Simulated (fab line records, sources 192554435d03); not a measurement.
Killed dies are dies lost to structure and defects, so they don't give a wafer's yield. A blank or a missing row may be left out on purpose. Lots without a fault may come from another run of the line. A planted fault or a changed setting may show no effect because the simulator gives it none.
Chamber matching | flow n5_finfet | N5_BEOL_M8_CMP_52 on cmp-04: 4 sister chambers
The step polishes, stops on SiCOH lowk, t overpolish 6.9 s, target thk 80 nm. 8 wafers are shown with their chamber, then 7 later ones without.

WAFERS WITH THEIR CHAMBER
wafer  | chamber | motor_current_A (A) | time_to_endpoint_s (s)
L077.2 | 3       | 7.0                 | 58.4
L082.1 | 2       | 5.8                 | 62.0
L082.2 | 3       | 6.8                 | 55.9
L082.4 | 0       | 6.0                 | 56.9
L085.3 | 2       | 5.8                 | 59.4
L085.6 | 1       | 6.4                 | 59.3
L091.1 | 1       | 6.5                 | 57.3
L091.3 | 0       | 6.0                 | 58.6

WAFERS WITHOUT THEIR CHAMBER
wafer  | motor_current_A (A) | time_to_endpoint_s (s)
L091.4 | 6.9                 | 56.3
L092.2 | 6.2                 | 59.2
L092.4 | 6.3                 | 62.8
L092.6 | 6.8                 | 56.7
L095.1 | 5.5                 | 61.5
L095.2 | 5.6                 | 57.6
L095.4 | 6.7                 | 55.8

WHICH CHAMBER EACH WENT THROUGH
wafer  | from the rows above     | in truth
L091.4 | 3                       | 3
L092.2 | can't be placed: 0 or 1 | 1
L092.4 | can't be placed: 1 or 0 | 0
L092.6 | 3                       | 3
L095.1 | 2                       | 2
L095.2 | can't be placed: 2 or 0 | 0
L095.4 | can't be placed: 3 or 1 | 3
Placed correctly: 3 of 7. Can't be placed from these rows: 4 (the true chamber is among the candidates in 4). Placed wrongly: 0.
How it was worked out, from the rows above alone: a wafer's distance from a chamber is the root of the sum, over the readings, of the square of ((its reading less the chamber's mean) divided by the reading's scatter). The wafer belongs to the nearest chamber; if the next one is less than 2 further off, it can't be placed. A chamber's mean is the mean of its shown wafers. The scatter: the root of (the sum of the squares of (reading less its chamber's mean) over the shown wafers, divided by (wafers less chambers)).
